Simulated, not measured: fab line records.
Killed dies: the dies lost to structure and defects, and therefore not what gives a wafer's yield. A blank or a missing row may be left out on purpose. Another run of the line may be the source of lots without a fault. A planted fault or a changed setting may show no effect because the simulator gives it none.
fab line records + flow nand_harc + part 2 of 2: steps 23 to 34 of 34
record
- lots=5
- wafers=15
- last_day=25
route steps=1159 shown P_ZERO_WELL@5
lots untouched by any fault: they come from a run of this same line in which no faults occurred
start_h: hours from the record's first day to the start of the lot's first wafer shown + wait_h: hours elapsed since this lot's preceding step + " as in the row above + L1.1+2: one row covering several wafers at once + - no value, or no start was given + * or withheld: withheld + < > ~ a bound
route shown NAME@n: names a module that has steps shown in the file, with the first one's number in the route + usual: average and standard deviation across the fault-free wafers + same: alike in all rows + chamber/n: place in a boat + sites: readings site by site + _std_site: the values' standard deviation + _edge_site: inner sites' mean taken away from outer sites' mean + radius_mm: how far each site lies from the wafer's centre + mask NAME#n: copy n + behind: tool/chamber where the wafer was last shaped + hold: why the lot was held/for how many hours/how that ended + device: the transistor (n, p or np) that didn't switch + end of line: the same wafers' tests at the end of the route + a step without rows: its recipe alone + killed: at the first sort, the dies lost to defects and structure; wafer yield is something else + map: per-die view of a wafer (x killed, . not killed, _ where there is no die)
set.NAME: the run value of the setting; set.NAME@STEP: its run value at that earlier step + model.NAME: the simulator's own value behind a step, which no gauge read
lots seen at some steps along the route; tables by step, rows by wafer
services: when a tool's chamber went out of use (start_h, in hours from the record's first day, below 0 if earlier), for how many hours, and the reason
## steps
# step NHARC_P_ZERO_WELL_PEB_22
# recipe
- peb_temp_c=118
- peb_time_s=85
# usual
- exhaust_pa=45.0/1
- plate_temp_C=118.00/0.14
# same
- peb_time_s=85
| lot.wafer | tool           | chamber | start_h | wait_h | exhaust_pa | plate_temp_C |
|-----------|----------------|---------|---------|--------|------------|--------------|
| L075.1    | litho_track-02 | 0       | 20.50   | 0.1    | 45.0       | 117.98       |
| L075.4    | "              | 0       | "       | "      | 45.3       | 117.91       |
| L075.5    | "              | 0       | "       | "      | 45.4       | 117.96       |
| L081.2    | litho_track-07 | 0       | 56.54   | 0.1    | 42.9       | 117.95       |
| L081.5    | "              | 0       | "       | "      | 43.8       | 118.08       |
| L081.6    | "              | 0       | "       | "      | 43.3       | 118.01       |
| L091.2    | litho_track-07 | 0       | 116.51  | 0.1    | 44.6       | 118.20       |
| L091.5    | "              | 0       | "       | "      | 45.2       | 118.01       |
| L091.6    | "              | 0       | "       | "      | 43.8       | 118.15       |
| L092.2    | litho_track-02 | 0       | 122.37  | 0.1    | 44.9       | 117.91       |
| L092.3    | "              | 0       | "       | "      | 47.3       | 118.09       |
| L092.4    | "              | 0       | "       | "      | 45.1       | 118.06       |
| L095.3    | litho_track-07 | 0       | 140.26  | 0.1    | 45.7       | 118.12       |
| L095.4    | "              | 0       | "       | "      | 47.0       | 118.10       |
| L095.5    | "              | 0       | "       | "      | 46.2       | 118.21       |
# step NHARC_P_ZERO_WELL_DEVELOP_23
# recipe
- time_s=70
# usual
- exhaust_pa=45.0/0.87
# same
- time_s=70
| lot.wafer | tool           | chamber | start_h | wait_h | exhaust_pa |
|-----------|----------------|---------|---------|--------|------------|
| L075.1    | litho_track-02 | 0       | -       | -      | 45.3       |
| L075.4    | "              | 0       | "       | "      | 46.2       |
| L075.5    | "              | 0       | "       | "      | 44.4       |
| L081.2    | litho_track-07 | 0       | -       | -      | 44.8       |
| L081.5    | "              | 0       | "       | "      | 43.5       |
| L081.6    | "              | 0       | "       | "      | 45.6       |
| L091.2    | litho_track-07 | 0       | -       | -      | 44.7       |
| L091.5    | "              | 0       | "       | "      | 46.2       |
| L091.6    | "              | 0       | "       | "      | 43.9       |
| L092.2    | litho_track-02 | 0       | -       | -      | 44.0       |
| L092.3    | "              | 0       | "       | "      | 44.9       |
| L092.4    | "              | 0       | "       | "      | 45.0       |
| L095.3    | litho_track-07 | 0       | -       | -      | 46.2       |
| L095.4    | "              | 0       | "       | "      | 47.0       |
| L095.5    | "              | 0       | "       | "      | 45.0       |
# step NHARC_P_ZERO_WELL_CD_MEAS_24
# recipe
- target_cd_nm=720
- landing_energy_ev=500
# usual
- cd_nm=719.7/1.6
# same
- landing_energy_ev=500
| lot.wafer | tool      | chamber | start_h | wait_h | cd_nm |
|-----------|-----------|---------|---------|--------|-------|
| L075.1    | cd_sem-01 | 0       | 20.59   | -      | 719.3 |
| L075.4    | "         | 0       | "       | "      | 720.8 |
| L075.5    | "         | 0       | "       | "      | 720.6 |
| L081.2    | cd_sem-03 | 0       | 56.63   | -      | 720.3 |
| L081.5    | "         | 0       | "       | "      | 722.2 |
| L081.6    | "         | 0       | "       | "      | 721.9 |
| L091.2    | cd_sem-02 | 0       | 116.60  | -      | 720.9 |
| L091.5    | "         | 0       | "       | "      | 721.6 |
| L091.6    | "         | 0       | "       | "      | 721.4 |
| L092.2    | cd_sem-01 | 0       | 122.47  | -      | 717.9 |
| L092.3    | "         | 0       | "       | "      | 717.0 |
| L092.4    | "         | 0       | "       | "      | 716.6 |
| L095.3    | cd_sem-02 | 0       | 140.35  | -      | 720.8 |
| L095.4    | "         | 0       | "       | "      | 721.8 |
| L095.5    | "         | 0       | "       | "      | 720.5 |
# step NHARC_P_ZERO_WELL_HARDBAKE_25
# recipe
- temp_c=125
- time_s=80
# usual
- exhaust_pa=45.0/0.8
- plate_temp_C=125.02/0.14
# same
- time_s=80
| lot.wafer | tool           | chamber | start_h | wait_h | exhaust_pa | plate_temp_C |
|-----------|----------------|---------|---------|--------|------------|--------------|
| L075.1    | litho_track-05 | 0       | 20.67   | -      | 45.4       | 125.03       |
| L075.4    | "              | 0       | "       | "      | 46.8       | 124.90       |
| L075.5    | "              | 0       | "       | "      | 45.4       | 125.06       |
| L081.2    | litho_track-07 | 0       | 56.71   | -      | 45.0       | 125.19       |
| L081.5    | "              | 0       | "       | "      | 45.5       | 124.95       |
| L081.6    | "              | 0       | "       | "      | 45.6       | 124.95       |
| L091.2    | litho_track-07 | 0       | 116.68  | -      | 45.4       | 125.06       |
| L091.5    | "              | 0       | "       | "      | 45.7       | 124.92       |
| L091.6    | "              | 0       | "       | "      | 46.1       | 125.00       |
| L092.2    | litho_track-07 | 0       | 122.55  | -      | 45.1       | 124.95       |
| L092.3    | "              | 0       | "       | "      | 45.9       | 124.85       |
| L092.4    | "              | 0       | "       | "      | 43.9       | 124.90       |
| L095.3    | litho_track-02 | 0       | 140.43  | -      | 44.9       | 125.08       |
| L095.4    | "              | 0       | "       | "      | 45.0       | 125.02       |
| L095.5    | "              | 0       | "       | "      | 44.2       | 125.14       |
# step NHARC_P_ZERO_WELL_DESCUM_26
# recipe
- time_s=3
- o2_flow_sccm=200
- ar_flow_sccm=0
- bias_power_w=0
- chemistry=O2
# usual
- drypump_motor_current_A=5.8/0.38
- o2_flow_sccm=200.0/0.65
- oes_product_au=0.996/0.01
- rf_vpp_V=57.8/0.97
- showerhead_plenum_p_Torr=1.92/0.085
- throttle_valve_pct=11.312/0.009
# same
- time_s=3
| lot.wafer | tool        | chamber | start_h | wait_h | drypump_motor_current_A | o2_flow_sccm | oes_product_au | rf_hours_counter_h | rf_vpp_V | showerhead_plenum_p_Torr | throttle_valve_pct |
|-----------|-------------|---------|---------|--------|-------------------------|--------------|----------------|--------------------|----------|--------------------------|--------------------|
| L075.4    | rie_diel-09 | 0       | 20.77   | -      | 6.2                     | 200.1        | 0.986          | 7                  | 57.0     | 2.02                     | 11.319             |
| L075.1    | "           | 1       | "       | "      | 6.1                     | 198.9        | 0.987          | 6                  | 57.3     | 2.05                     | 11.308             |
| L075.5    | "           | 2       | "       | "      | 5.3                     | 199.7        | 0.978          | -                  | 58.4     | 1.81                     | 11.321             |
| L081.2    | rie_diel-09 | 3       | 56.82   | -      | 6.0                     | 200.2        | 0.995          | 10                 | 57.0     | 1.95                     | 11.317             |
| L081.5    | "           | 0       | "       | "      | 6.2                     | 200.1        | 0.981          | -                  | 58.5     | 2.02                     | 11.322             |
| L081.6    | "           | 1       | "       | "      | 6.1                     | 200.1        | 0.994          | -                  | 60.2     | 2.04                     | 11.330             |
| L091.2    | rie_diel-07 | 2       | 116.76  | -      | 6.4                     | 199.8        | 0.981          | 4                  | 57.7     | 1.97                     | 11.323             |
| L091.6    | "           | 2       | "       | "      | 6.4                     | 199.6        | 0.980          | -                  | 58.0     | 1.97                     | 11.301             |
| L091.5    | "           | 3       | "       | "      | 6.1                     | 200.5        | 1.006          | -                  | 56.5     | 1.83                     | 11.311             |
| L092.3    | rie_diel-07 | 3       | 122.64  | -      | 6.1                     | 200.9        | 1.001          | 4                  | 58.2     | 1.83                     | 11.329             |
| L092.4    | "           | 0       | "       | "      | 5.2                     | 200.5        | 1.015          | 4                  | 55.8     | 1.91                     | 11.331             |
| L092.2    | "           | 1       | "       | "      | 5.5                     | 199.9        | 0.990          | 4                  | 58.1     | 1.90                     | 11.301             |
| L095.4    | rie_diel-07 | 0       | 140.52  | -      | 5.2                     | 200.8        | 1.005          | 5                  | 57.7     | 1.91                     | 11.305             |
| L095.3    | "           | 1       | "       | "      | 5.5                     | 201.0        | 0.987          | 5                  | 58.0     | 1.90                     | 11.313             |
| L095.5    | "           | 0       | "       | "      | 5.2                     | 199.9        | 1.000          | -                  | 57.3     | 1.91                     | 11.314             |
# step NHARC_P_ZERO_WELL_IMPLANT_27
# recipe
- energy_kev=600
- dose_cm2=1e+13
- tilt_deg=7
| lot.wafer  | tool         | chamber | start_h | wait_h |
|------------|--------------|---------|---------|--------|
| L075.1+4+5 | implanter-01 | 0       | 20.90   | 0.1    |
| L081.2+5+6 | implanter-02 | 0       | 56.96   | 0.1    |
| L091.2+5+6 | implanter-02 | 0       | 116.94  | 0.2    |
| L092.2+3+4 | implanter-02 | 0       | 122.81  | 0.1    |
| L095.3+4+5 | implanter-01 | 0       | 140.71  | 0.2    |
# step NHARC_P_ZERO_WELL_IMPLANT_57
# recipe
- energy_kev=250
- dose_cm2=4e+12
- tilt_deg=7
| lot.wafer  | tool         | chamber | start_h | wait_h |
|------------|--------------|---------|---------|--------|
| L075.1+4+5 | implanter-01 | 0       | 21.08   | 0.1    |
| L081.2+5+6 | implanter-02 | 0       | 57.14   | 0.1    |
| L091.2+5+6 | implanter-02 | 0       | 117.11  | 0.1    |
| L092.2+3+4 | implanter-02 | 0       | 122.99  | 0.2    |
| L095.3+4+5 | implanter-01 | 0       | 140.89  | 0.2    |
# step NHARC_P_ZERO_WELL_IMPLANT_58
# recipe
- energy_kev=100
- dose_cm2=2e+12
- tilt_deg=7
| lot.wafer  | tool         | chamber | start_h | wait_h |
|------------|--------------|---------|---------|--------|
| L075.1+4+5 | implanter-01 | 0       | 21.26   | 0.1    |
| L081.2+5+6 | implanter-02 | 0       | 57.32   | 0.1    |
| L091.2+5+6 | implanter-02 | 0       | 117.29  | 0.1    |
| L092.2+3+4 | implanter-02 | 0       | 123.17  | 0.2    |
| L095.3+4+5 | implanter-01 | 0       | 141.07  | 0.2    |
# step NHARC_P_ZERO_WELL_STRIP_28
# recipe
- time_s=840
- temp_c=130
- chemistry=SPM
# same
- time_s=840
| lot.wafer  | tool         | chamber | start_h | wait_h |
|------------|--------------|---------|---------|--------|
| L075.5+1+4 | wet_bench-06 | 7,1,2   | 21.48   | 0.1    |
| L081.2+5+6 | wet_bench-06 | 3,4,5   | 57.51   | 0.2    |
| L091.2+6+5 | wet_bench-03 | 4,0,1   | 117.47  | 0.2    |
| L092.2+4+3 | wet_bench-06 | 1,2,3   | 123.35  | 0.2    |
| L095.5+3+4 | wet_bench-02 | 4,6,7   | 141.24  | 0.1    |
# step NHARC_P_ZERO_WELL_DEHYDRATE_29
# recipe
- temp_c=150
- time_s=120
# usual
- exhaust_pa=45.1/0.93
- plate_temp_C=149.97/0.15
# same
- time_s=120
| lot.wafer | tool           | chamber | start_h | wait_h | exhaust_pa | plate_temp_C |
|-----------|----------------|---------|---------|--------|------------|--------------|
| L075.1    | litho_track-07 | 0       | 21.80   | -      | 44.4       | 149.77       |
| L075.4    | "              | 0       | "       | "      | 44.9       | 149.95       |
| L075.5    | "              | 0       | "       | "      | 45.1       | 149.88       |
| L081.2    | litho_track-05 | 0       | 57.84   | -      | 44.8       | 150.19       |
| L081.5    | "              | 0       | "       | "      | 44.5       | 150.01       |
| L081.6    | "              | 0       | "       | "      | 45.0       | 150.07       |
| L091.2    | litho_track-02 | 0       | 117.82  | -      | 45.7       | 150.03       |
| L091.5    | "              | 0       | "       | "      | 44.4       | 149.96       |
| L091.6    | "              | 0       | "       | "      | 45.6       | 149.81       |
| L092.2    | litho_track-02 | 0       | 123.70  | -      | 46.1       | 149.97       |
| L092.3    | "              | 0       | "       | "      | 46.4       | 150.17       |
| L092.4    | "              | 0       | "       | "      | 46.8       | 150.02       |
| L095.3    | litho_track-02 | 0       | 141.56  | -      | 44.2       | 149.94       |
| L095.4    | "              | 0       | "       | "      | 45.1       | 150.02       |
| L095.5    | "              | 0       | "       | "      | 45.5       | 149.96       |
# step NHARC_P_ZERO_WELL_HMDS_30
# recipe
- time_s=30
# usual
- exhaust_pa=45.1/0.96
# same
- time_s=30
| lot.wafer | tool           | chamber | start_h | wait_h | exhaust_pa |
|-----------|----------------|---------|---------|--------|------------|
| L075.1    | litho_track-07 | 0       | -       | -      | 45.1       |
| L075.4    | "              | 0       | "       | "      | 45.4       |
| L075.5    | "              | 0       | "       | "      | 45.6       |
| L081.2    | litho_track-05 | 0       | -       | -      | 44.1       |
| L081.5    | "              | 0       | "       | "      | 44.0       |
| L081.6    | "              | 0       | "       | "      | 45.1       |
| L091.2    | litho_track-02 | 0       | -       | -      | 44.9       |
| L091.5    | "              | 0       | "       | "      | 45.0       |
| L091.6    | "              | 0       | "       | "      | 44.8       |
| L092.2    | litho_track-02 | 0       | -       | -      | 44.5       |
| L092.3    | "              | 0       | "       | "      | 43.7       |
| L092.4    | "              | 0       | "       | "      | 45.9       |
| L095.3    | litho_track-02 | 0       | -       | -      | 45.2       |
| L095.4    | "              | 0       | "       | "      | 47.2       |
| L095.5    | "              | 0       | "       | "      | 45.9       |
# step NHARC_P_ZERO_WELL_COAT_31
# recipe
- spin_rpm=withheld
# usual
- exhaust_pa=44.7/0.91
| lot.wafer | tool           | chamber | start_h | wait_h | exhaust_pa |
|-----------|----------------|---------|---------|--------|------------|
| L075.1    | litho_track-07 | 0       | -       | -      | 44.2       |
| L075.4    | "              | 0       | "       | "      | 45.2       |
| L075.5    | "              | 0       | "       | "      | 44.6       |
| L081.2    | litho_track-05 | 0       | -       | -      | 44.7       |
| L081.5    | "              | 0       | "       | "      | 45.1       |
| L081.6    | "              | 0       | "       | "      | 46.4       |
| L091.2    | litho_track-02 | 0       | -       | -      | 43.8       |
| L091.5    | "              | 0       | "       | "      | 45.6       |
| L091.6    | "              | 0       | "       | "      | 45.2       |
| L092.2    | litho_track-02 | 0       | -       | -      | 44.5       |
| L092.3    | "              | 0       | "       | "      | 45.5       |
| L092.4    | "              | 0       | "       | "      | 46.1       |
| L095.3    | litho_track-02 | 0       | -       | -      | 46.0       |
| L095.4    | "              | 0       | "       | "      | 45.5       |
| L095.5    | "              | 0       | "       | "      | 46.0       |
## services
| tool           | chamber | start_h | hours | kind   |
|----------------|---------|---------|-------|--------|
| krf_scanner-03 | -       | -4.00   | 4.0   | pm     |
| implanter-02   | -       | 3.77    | 4.4   | repair |
| wet_bench-02   | -       | 4.00    | 8.0   | pm     |
| rie_diel-02    | 2       | 4.34    | 12.8  | repair |
| rie_si-06      | -       | 6.00    | 9.0   | pm     |
| rie_diel-02    | 0       | 6.08    | 8.1   | repair |
| rie_diel-07    | 3       | 9.38    | 3.3   | repair |
| krf_scanner-04 | -       | 11.02   | 6.6   | repair |
| litho_track-07 | -       | 14.00   | 7.0   | pm     |
| rie_diel-02    | -       | 22.88   | 0.4   | repair |
| implanter-01   | -       | 23.83   | 3.5   | repair |
| implanter-02   | -       | 30.87   | 2.9   | repair |
| rie_si-06      | 1       | 48.89   | 10.3  | repair |
| implanter-02   | -       | 50.00   | 2.0   | repair |
| rie_diel-07    | -       | 51.20   | 9.0   | pm     |
| rie_diel-02    | 1       | 61.89   | 1.7   | repair |
| litho_track-05 | -       | 62.00   | 7.0   | pm     |
| rie_diel-02    | -       | 65.40   | 0.4   | repair |
| rie_diel-09    | -       | 77.10   | 9.0   | pm     |
| implanter-02   | -       | 85.00   | 13.0  | pm     |
| krf_scanner-04 | -       | 126.00  | 4.0   | pm     |
| wet_bench-06   | -       | 129.60  | 8.0   | pm     |
| krf_scanner-04 | -       | 133.76  | 1.4   | repair |
| rie_diel-09    | 2       | 134.99  | 1.8   | repair |
